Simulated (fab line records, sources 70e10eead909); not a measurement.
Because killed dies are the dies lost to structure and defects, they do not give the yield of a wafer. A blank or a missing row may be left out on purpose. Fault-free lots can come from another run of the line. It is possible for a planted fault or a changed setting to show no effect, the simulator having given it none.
Which tool was responsible?	flow nandHarc	33 wafers from 11 lots sampled at 6 of the route's 1302 steps

== WHAT EACH GAUGE READ, for each wafer ==
NHARC_A_SGD_CUT_CD_MEAS_09 targets a cd of 100 nm. Usual: cdNm at 100.1 nm, with a standard deviation of 0.5.
lot	measured	on	cdNm (nm)	flag
L142	day 19 07:15	cdSem-02	100.3 100.6 100.2	
L144	day 20 18:02	cdSem-03	99.0 99.4 100.1	
L146	day 20 18:13	cdSem-03	100.1 99.4 100.0	
L149	day 21 08:32	cdSem-01	99.8 99.7 99.7	
L151	day 22 23:52	cdSem-03	100.6 100.3 100.0	
L158	day 25 18:05	cdSem-03	106.0 106.3 106.3	OFF
L161	day 26 06:26	cdSem-01	105.2 105.9 105.4	OFF
L160	day 26 06:45	cdSem-02	103.0 104.3 104.1	OFF
L163	day 27 15:44	cdSem-02	100.9 99.8 100.8	
L164	day 28 05:41	cdSem-03	100.8 99.5 100.2	
L165	day 28 18:38	cdSem-03	100.1 100.7 100.0	

NHARC_END_SORT_01. Usual: killedAtArray 55, standard deviation 19; killedAtOther 0.6, standard deviation 0.99; killedAtPeriphery 4.2, standard deviation 2.6; killedDies 60, standard deviation 18; killedOpen 3.4, standard deviation 1.7; killedShort 2.3, standard deviation 1.5.
lot	measured	on	killedAtArray	killedAtOther	killedAtPeriphery	killedDies	killedOpen	killedShort	flag
L142	day 24 11:37	prober-02	81 67 62	0 1 1	2 2 7	83 70 70	3 3 3	3 4 1	
L144	day 26 03:31	prober-02	76 80 74	1 1 0	2 4 1	79 85 75	7 2 5	3 5 3	
L146	day 25 20:31	prober-02	30 28 19	2 1 4	6 5 2	38 34 25	4 4 1	0 3 0	
L149	day 26 15:56	prober-02	79 77 65	0 0 0	3 6 7	82 83 72	3 2 4	2 2 3	
L151	day 28 05:58	prober-01	54 57 66	2 0 0	2 6 3	58 63 69	3 3 2	2 3 2	
L158	day 30 19:56	prober-01	67 64 59	2 1 0	0 2 2	69 67 61	3 3 3	1 2 0	
L161	day 31 12:47	prober-01	36 40 29	0 0 0	6 3 3	42 43 32	5 3 5	3 3 3	
L160	day 31 17:59	prober-02	92 88 83	0 2 0	8 4 8	100 94 91	4 3 1	2 2 2	
L163	day 32 20:59	prober-02	45 45 39	1 1 0	7 5 3	53 51 42	6 9 4	4 6 2	
L164	day 33 09:37	prober-01	62 70 46	0 0 0	16 5 10	78 75 56	7 1 0	0 2 2	
L165	day 34 04:44	prober-02	38 41 49	0 0 0	7 10 6	45 51 55	1 4 4	1 2 1	

== WHICH TOOL RAN EACH LOT (tool, then ch and the chambers of the sampled wafers, then the start) ==
lot	NHARC_A_STAIRCASE_CMP_450	NHARC_A_STAIRCASE_STRIP_475	NHARC_A_SGD_CUT_EXPOSE_06	NHARC_A_SGD_CUT_ETCH_58
L142	cmp-01 ch 0,3, day 19 04:41	rieDiel-10 ch 0,2, day 19 07:07 or earlier	arfiScanner-02 ch 0, day 19 07:07	rieDiel-01 ch 2,3, day 19 07:31
L144	cmp-04 ch 0,1,2, day 20 14:35	rieDiel-10 ch 0,3, day 20 17:53 or earlier	arfiScanner-01 ch 0, day 20 17:53	rieDiel-01 ch 0,2, day 20 18:18
L146	cmp-03 ch 1,2,3, day 20 14:46	rieDiel-10 ch 0,1,2, day 20 18:05 or earlier	arfiScanner-02 ch 0, day 20 18:05	rieDiel-11 ch 0,2,3, day 20 18:31
L149	cmp-03 ch 0,1,2, day 21 05:58	rieDiel-12 ch 0,2,3, day 21 08:24 or earlier	arfiScanner-02 ch 0, day 21 08:24	rieDiel-11 ch 1,3, day 21 08:49
L151	cmp-01 ch 1,2,3, day 22 21:12	rieDiel-06 ch 1,2,3, day 22 23:44 or earlier	arfiScanner-01 ch 0, day 22 23:44	rieDiel-11 ch 0,1,2, day 23 00:09
L158	cmp-03 ch 0,2,3, day 25 15:29	rieDiel-10 ch 1,2,3, day 25 17:56 or earlier	arfiScanner-02 ch 0, day 25 17:56	rieDiel-01 ch 0,1, day 25 18:21
L161	cmp-03 ch 0,1, day 26 03:56	rieDiel-12 ch 0,2,3, day 26 06:17 or earlier	arfiScanner-02 ch 0, day 26 06:17	rieDiel-11 ch 1,2,3, day 26 06:43
L160	cmp-03 ch 1,2, day 26 04:13	rieDiel-06 ch 1,2, day 26 05:22	arfiScanner-02 ch 0, day 26 06:37	rieDiel-01 ch 1,2,3, day 26 07:02
L163	cmp-04 ch 1,2,3, day 27 12:53	rieDiel-06 ch 0,1,3, day 27 14:04	arfiScanner-01 ch 0, day 27 15:35	rieDiel-11 ch 0,1,2, day 27 16:17
L164	cmp-04 ch 0,2,3, day 28 03:08	rieDiel-10 ch 0,1,3, day 28 05:34 or earlier	arfiScanner-03 ch 0, day 28 05:34	rieDiel-11 ch 0,1, day 28 05:58
L165	cmp-03 ch 1,2,3, day 28 16:01	rieDiel-12 ch 0,1, day 28 18:29 or earlier	arfiScanner-01 ch 0, day 28 18:29	rieDiel-01 ch 0,2,3, day 28 18:54
- NHARC_A_STAIRCASE_CMP_450: polishes SiO2, target thk 200 nm.
- NHARC_A_STAIRCASE_STRIP_475: strips in O2, time 20 s.
- NHARC_A_SGD_CUT_EXPOSE_06: exposes mask SGD.
- NHARC_A_SGD_CUT_ETCH_58: etches the open film in CF4, target depth 39 nm, time 65 s.

== WHAT THE TOOLS THEMSELVES READ (means of the sampled wafers that have a number; where no wafer has one, the mark that the record gives instead) ==
NHARC_A_STAIRCASE_CMP_450. Usual: motorCurrentA at 12.1 A, with a standard deviation of 1.7.
lot	tool	motorCurrentA (A)	flag
L142	cmp-01	14.7	
L144	cmp-04	12.5	
L146	cmp-03	12.2	
L149	cmp-03	11.6	
L151	cmp-01	12.6	
L158	cmp-03	12.0	
L161	cmp-03	11.6	
L160	cmp-03	11.6	
L163	cmp-04	11.7	
L164	cmp-04	12.0	
L165	cmp-03	12.3	

NHARC_A_STAIRCASE_STRIP_475. Usual: drypumpMotorCurrentA 5.8 A, standard deviation 0.51; o2FlowSccm 499.9 sccm, standard deviation 1.6; oesProductAu 1.001 a.u., standard deviation 0.0092; rfVppV 57.6 V, standard deviation 0.93; showerheadPlenumPTorr 3.49 Torr, standard deviation 0.11; throttleValvePct 17.035 %, standard deviation 0.0083.
lot	tool	drypumpMotorCurrentA (A)	o2FlowSccm (sccm)	oesProductAu (a.u.)	rfVppV (V)	showerheadPlenumPTorr (Torr)	throttleValvePct (%)	flag
L142	rieDiel-10	5.7	500.9	1.007	57.3	3.42	17.027	
L144	rieDiel-10	5.5	501.5	1.010	57.3	3.39	17.032	
L146	rieDiel-10	6.0	500.3	0.994	58.3	3.48	17.041	
L149	rieDiel-12	6.0	500.3	0.997	57.6	3.50	17.042	
L151	rieDiel-06	5.3	500.9	1.005	58.1	3.44	17.034	
L158	rieDiel-10	5.8	501.1	0.995	58.8	3.55	17.038	
L161	rieDiel-12	6.0	499.0	0.995	57.8	3.48	17.031	
L160	rieDiel-06	5.5	497.3	1.003	57.0	3.39	17.038	
L163	rieDiel-06	5.9	500.5	1.010	57.6	3.43	17.035	
L164	rieDiel-10	5.7	499.7	1.007	57.9	3.60	17.039	
L165	rieDiel-12	6.0	499.7	0.990	57.7	3.44	17.038	

NHARC_A_SGD_CUT_EXPOSE_06. Usual: exposureDoseMJCm2 85.58, standard deviation 0.085; focusOffsetNm 0.0 nm, standard deviation 0.55.
lot	tool	exposureDoseMJCm2	focusOffsetNm (nm)	flag
L142	arfiScanner-02	85.69	-0.1	
L144	arfiScanner-01	85.65	0.4	
L146	arfiScanner-02	85.51	0.0	
L149	arfiScanner-02	85.62	0.4	
L151	arfiScanner-01	85.59	0.3	
L158	arfiScanner-02	93.66	-0.2	OFF
L161	arfiScanner-02	92.05	0.3	OFF
L160	arfiScanner-02	90.77	0.3	OFF
L163	arfiScanner-01	85.56	0.2	
L164	arfiScanner-03	85.64	-0.2	
L165	arfiScanner-01	85.57	-1.1	

NHARC_A_SGD_CUT_ETCH_58. Usual: drypumpMotorCurrentA 5.7 A, standard deviation 0.49; oesProductAu 0.997 a.u., standard deviation 0.0097; rfVppV 151.0 V, standard deviation 1.3; showerheadPlenumPTorr 1.76 Torr, standard deviation 0.08; throttleValvePct 13.284 %, standard deviation 0.0091.
lot	tool	drypumpMotorCurrentA (A)	oesProductAu (a.u.)	rfVppV (V)	showerheadPlenumPTorr (Torr)	throttleValvePct (%)	flag
L142	rieDiel-01	5.3	0.996	150.2	1.68	13.286	
L144	rieDiel-01	5.2	1.005	149.7	1.65	13.283	
L146	rieDiel-11	5.6	0.996	151.6	1.75	13.273	
L149	rieDiel-11	5.5	0.984	150.6	1.74	13.286	
L151	rieDiel-11	5.9	1.000	150.6	1.79	13.292	
L158	rieDiel-01	5.6	1.008	150.1	1.72	13.285	
L161	rieDiel-11	5.7	0.999	151.1	1.79	13.281	
L160	rieDiel-01	5.7	0.997	150.5	1.74	13.289	
L163	rieDiel-11	5.9	1.002	151.5	1.79	13.293	
L164	rieDiel-11	6.0	0.988	151.3	1.73	13.286	
L165	rieDiel-01	5.2	0.999	149.3	1.67	13.288	

== THE ANSWER, worked out from the rows above alone ==
Rule: take the mean of a lot's wafers that have a number; if it is more than 3 standard deviations from the usual mean, the lot is off. A lot without any number at a reading at which 4 lots or more have one is off too. All remaining lots with rows at the step are treated as sound. First the gauges in route order, then the tools' own readings, where a lot's mean is used as printed above. At the first step where some lot is off, the reading lying furthest off is the one used; lots without a number count as furthest.
Off, at NHARC_A_SGD_CUT_CD_MEAS_09 on cdNm: L158, L161, L160.
A tool fits if, at a process step before that reading, it ran every lot that is off, and no sound lot after the first of them. Not tried: the gauges at NHARC_A_SGD_CUT_CD_MEAS_09; whatever is off there is also off at NHARC_A_SGD_CUT_EXPOSE_06, on other tools, and gauge error can't account for it. With no start given for some of its lots, NHARC_A_STAIRCASE_STRIP_475 uses the hours and lot order of NHARC_A_SGD_CUT_EXPOSE_06. One candidate fits, namely arfiScanner-02 at NHARC_A_SGD_CUT_EXPOSE_06. A fault onset in the window from L149 (day 21 08:24, its last sound lot) to L158 (day 25 17:56, its first lot off) fits.
The tool's own readings at NHARC_A_SGD_CUT_EXPOSE_06 bear it out: on the lots that are off they differ by more than 5 times the standard deviation of the sound lots' means. exposureDoseMJCm2 reads 92.16 there against 85.60 on the sound lots.

== WHAT WAS PUT IN BY THE SIMULATOR ==
Process parameter drift: arfiScanner-02, from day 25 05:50 on, at NHARC_A_SGD_CUT_EXPOSE_06. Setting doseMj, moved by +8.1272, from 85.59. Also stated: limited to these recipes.
Shown lots that were struck: L158, L161, L160. The same result came from the rule above.
